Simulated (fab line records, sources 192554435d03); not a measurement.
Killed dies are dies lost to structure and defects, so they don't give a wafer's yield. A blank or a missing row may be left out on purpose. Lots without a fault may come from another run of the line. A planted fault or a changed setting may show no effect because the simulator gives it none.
A struck lot beside a sound one | flow n5_finfet | 37 steps out of a route of 1938
Sound: wafers L598.1, L598.5, L598.6. Struck: wafers L597.4, L597.5. (L597.2 of the same lot was not struck and is left out.) The cause comes at the end.
At each step with rows: each side's tool, then ch and its chambers, then its first start. Under that, the readings that differ: sound wafers | struck wafers | difference of the means | sigmas: that difference in standard deviations of wafers without a fault.
alike: readings whose means differ by less than 2 such deviations, and words and numbers that are the same on both sides. not compared: withheld readings, readings that some wafer has no value for, bounds like >300 that may hide the same value, and numbers for which the record gives no deviation and whose values overlap.
The two part at a step that has a row with sigmas, a row that says differs or no value, or rows on one side only. Numbers that don't overlap but have no deviation are shown without sigmas and don't part them. A reading that every wafer of one side lacks parts them only if that side has two wafers or more.

first, 8 steps without rows for these wafers: N5_BEOL_M3_ANNEAL_51 (time 90 s); N5_BEOL_M3_CMP_52 (polishes, stops on SiOC, t overpolish 6.8 s, target thk 40 nm); N5_BEOL_M3_PRE_CLEAN_60 (time 15 s); N5_BEOL_M3_CO_CAP_55 (material Co, precursor CCTBA/H2, target thk 2 nm, time 102.1 s); N5_BEOL_M3_PRE_CLEAN_56 (time 15 s); N5_BEOL_M3_DEP_57 (deposits SiCN from 3MS/NH3, target thk 8 nm, time 14 s); N5_BEOL_M4_ILD_DEP_00 (deposits SiOC from DEMS/O2, target thk 79 nm, time 15.3 s); N5_BEOL_M4_PECVD_72 (deposits SiO2 from TEOS/O2, target thk 16 nm, time 18 s).
N5_BEOL_M4_HM_DEP_02: deposits TiN, target thk 20 nm.
  sound on pvd_sputter-03, day 10 17:05; struck on pvd_sputter-01, day 11 09:40
  reading                                    | sound          | struck | difference | sigmas
  model.TiN_of_BEOL_M4_HM_DEP_02.thk_nm (nm) | 20.2 19.8 19.6 | 27 27  | +7         |
  alike: chamber_pressure_pa, throttle_valve_pct
then, 16 steps without rows for these wafers: N5_BEOL_M4_COAT_61 (time 60 s, resist thk 60 nm); N5_BEOL_M4_COAT_62 (time 60 s, resist thk 12 nm); N5_BEOL_M4_COAT_73 (time 60 s, resist thk 5 nm); N5_BEOL_M4_COAT_05 (resist thk 30 nm); N5_BEOL_M4_EBR_07; N5_BEOL_M4_SOFTBAKE_06 (time 60 s); N5_BEOL_M4_EXPOSE_08 (exposes mask M4); N5_BEOL_M4_PEB_09 (peb time 60 s); N5_BEOL_M4_DEVELOP_10 (develop time 30 s); N5_BEOL_M4_DESCUM_16 (chemistry O2, time 7 s); N5_BEOL_M4_ETCH_74 (etches underlayer in N2/H2, target depth 6.5 nm, time 5.2 s); N5_BEOL_M4_ETCH_63 (etches SiARC in CF4, target depth 15.6 nm, time 26 s); N5_BEOL_M4_ETCH_64 (etches SOC in N2/H2, target depth 75 nm, overetch 22.5 nm, time 121.9 s); N5_BEOL_M4_STRIP_65 (strips in N2/H2); N5_BEOL_M4_STRIP_75 (strips in N2/H2); N5_BEOL_M4_STRIP_66 (strips in CF4).
N5_BEOL_M4_HM_OPEN_17: chemistry Cl2/BCl3, target TiN, target depth 20 nm, overetch 6 nm.
  sound on rie_metal-01 ch 0,1, day 10 18:01; struck on rie_metal-03 ch 0,1, day 11 10:26
  reading                  | sound             | struck      | difference | sigmas
  model.etch.depth_nm (nm) | 20.15 19.86 19.69 | 23.72 27.01 | +5.47      |
  alike: drypump_motor_current_A, oes_product_au, throttle_valve_pct
  not compared: rf_hours_counter_h
then, 8 steps without rows for these wafers: N5_BEOL_M4_STRIP_19 (strips in O2); N5_BEOL_M4_COAT_67 (time 60 s, resist thk 60 nm); N5_BEOL_M4_COAT_68 (time 60 s, resist thk 12 nm); N5_BEOL_M4_COAT_76 (time 60 s, resist thk 5 nm); N5_BEOL_M4_COAT_22 (resist thk 30 nm); N5_BEOL_M4_EBR_24; N5_BEOL_M4_SOFTBAKE_23 (time 60 s); N5_BEOL_M4_EXPOSE_25 (exposes mask V3, defocus 5 nm).
N5_BEOL_M4_TRENCH_ETCH_37: etches SiOC in C4F6/O2, target depth 55.555 nm, time 29.2 s.
  sound on rie_diel-04 ch 0,2,3; struck on rie_diel-04 ch 0
  reading                                    | sound          | struck    | difference | sigmas
  model.TiN_of_BEOL_M4_HM_DEP_02.thk_nm (nm) | 17.8 17.4 17.2 | 24.6 24.6 | +7.1       |
  alike: drypump_motor_current_A, oes_f_703_au, oes_product_au, rf_vpp_V, showerhead_plenum_p_Torr, throttle_valve_pct
  not compared: rf_hours_counter_h
N5_BEOL_M4_RC_MEAS_101:
  sound on prober-02 ch 0, day 11 16:52; struck on prober-01 ch 0, day 11 21:47
  reading   | sound       | struck | difference | sigmas
  VT_N (mV) | 247 247 251 | 257    | +9         | +2
  alike: DIBL_N, DIBL_P, IOFF_N, IOFF_P, ION_N, ION_P, SS_N, SS_P, VT_P
-- the record jumps here: 4 days lie between the struck wafers' starts before and after (it left off in module BEOL_M4 and takes up again in module PASSIVATION, whose first step shown is number 1936 of the route) --
N5_PASSIVATION_PROBE_49:
  sound on prober-01, day 16 17:59; struck on prober-01, day 16 02:55
  reading                  | sound          | struck    | difference | sigmas
  defect_limited_yield (%) | 91.4 88.9 90.8 | 13.6 89.7 | -38.7      | -26
  killed_at_M4_up          | 11 20 17       | 933 7     | +454       | +87
  killed_dies              | 101 131 108    | 1019 121  | +457       | +25
  sort_bin_5_function (%)  | 4.9 6.2 6.3    | 83.1 6.2  | +38.9      | +39
  sort_n_pass              | 1079 1049 1072 | 161 1059  | -457       | -25
  sort_yield_pct (%)       | 91.4 88.9 90.8 | 13.6 89.7 | -38.7      | -26
  alike: killed_at_M0_to_M3, killed_at_contacts, killed_at_front_end, killed_at_other, killed_open, killed_short, sort_bin_6_memory

WHERE THEY PART
First at N5_BEOL_M4_RC_MEAS_101; last, within this record, at N5_PASSIVATION_PROBE_49.

WHY: what the simulator had put in
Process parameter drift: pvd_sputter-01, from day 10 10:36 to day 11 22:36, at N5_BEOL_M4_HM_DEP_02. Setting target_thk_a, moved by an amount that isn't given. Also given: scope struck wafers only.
